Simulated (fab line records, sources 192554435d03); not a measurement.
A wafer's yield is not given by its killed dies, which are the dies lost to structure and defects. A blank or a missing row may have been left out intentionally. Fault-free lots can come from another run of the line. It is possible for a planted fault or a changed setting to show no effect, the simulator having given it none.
Problem report, 8D (eight disciplines) form, completed by code	flow n5_finfet	the parts of the form that need people (team, actions taken, sign-off) are left out
Where a reading is given only as a bound, like >300, the bound stands for it, and a mean or a difference that rests on one is marked > or <: the true number lies beyond.

1. THE PROBLEM
raw_defect_count at N5_PASSIVATION_INSPECT_61 reads a mean of >300 on 6 wafers of 2 lots; wafers without a fault read 2.1 with a standard deviation of 1.5. That is +99 or more standard deviations from the usual mean.
The step: inspects for defects (macro).
First observed at day 15 02:58: wafer L176.1, on defect_inspect-01. Wafers with a number at this step in the record: 17, from 6 lots. Rule for "out" (also "out of limits"): further than 4 standard deviations from the usual mean. The rest of the wafers with a number are treated as sound.

2. WHAT THIS IS AND IS NOT
question	is	is not
which readings at this step	raw_defect_count	-
which lots	L176, L177	L169, L187, L189, L190
which wafers of those lots	all that have a number	-
read on which gauges	defect_inspect-01, defect_inspect-02	-
when	from day 15 02:58	up to then (3 sound wafers); but 8 sound wafers of L187, L189, L190 came after

3. WHAT RULES OUT EACH SUSPECT
Counting: any tool at a process step up to the reading is kept as a suspect provided that every lot that is out went through it and no sound lot did after the first of them.
- the gauge at N5_PASSIVATION_INSPECT_61 has been ruled out. 2 gauges (defect_inspect-01, defect_inspect-02) read the wafers that are out.
- pecvd-03 at N5_PASSIVATION_PECVD_55 (deposits SiO2 from SiH4/N2O, target thk 400 nm, time 22.5 s): kept. All lots that are out passed through it, beginning with L176 at day 15 01:08, and no sound lot followed; its final sound lot before that point was L169 at day 13 08:15.
- pecvd-03 at N5_PASSIVATION_PECVD_01 (deposits SiNx from SiH4/NH3/N2, target thk 200 nm, time 43.2 s): kept. All lots that are out passed through it, beginning with L176 at day 15 01:11, and no sound lot followed; its final sound lot before that point was L169 at day 13 08:17.
What counting leaves: pecvd-03 at N5_PASSIVATION_PECVD_55 and pecvd-03 at N5_PASSIVATION_PECVD_01.

4. THE CAUSE (what the simulator had put in)
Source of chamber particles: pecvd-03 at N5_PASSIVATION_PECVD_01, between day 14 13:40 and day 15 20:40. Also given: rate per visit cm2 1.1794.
After counting, 2 suspects remain, this tool included.

5. THE EFFECT CHAIN, in route order
Rows list readings where the struck wafers' mean (over those with a number) sits beyond 3 standard deviations from the usual. Only readings whose record carries a usual standard deviation are examined. hours: median over the lots of the time between each lot's start at the first step of this table that gives one and its start at this step. sigmas: the change, counted in usual standard deviations.
hours	step	reading	usual	on struck wafers	change	sigmas
0	N5_PASSIVATION_INSPECT_61	raw_defect_count	2.1	>300	>+298	+99 or more
8	N5_PASSIVATION_PROBE_49	defect_limited_yield	91.3 %	80.8	-10.5	-7.5
8	N5_PASSIVATION_PROBE_49	killed_at_other	3.2	141.3	+138.1	+51
8	N5_PASSIVATION_PROBE_49	killed_dies	103	226	+123	+7.7
8	N5_PASSIVATION_PROBE_49	sort_bin_5_function	5.1 %	12.3	+7.2	+7.8
8	N5_PASSIVATION_PROBE_49	sort_n_pass	1077	954	-123	-7.2
8	N5_PASSIVATION_PROBE_49	sort_yield_pct	91.2 %	80.8	-10.4	-7.4
The process steps in it:
- N5_PASSIVATION_PROBE_49

6. WHAT WOULD HAVE CAUGHT IT SOONER
In this record the first reading out of limits at a measuring or inspecting step was taken at day 15 02:58, 13 hours after the fault began at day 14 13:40.
An alarm limit of 4 standard deviations would not have fired on the tool readings at N5_PASSIVATION_PECVD_01 for which the record gives a usual standard deviation, since none of them was out on any struck wafer.
Among the 2 lots that are out, L177 began N5_PASSIVATION_PECVD_01 on pecvd-03 after day 15 02:58. Had the tool been put on hold then, it would have been spared.
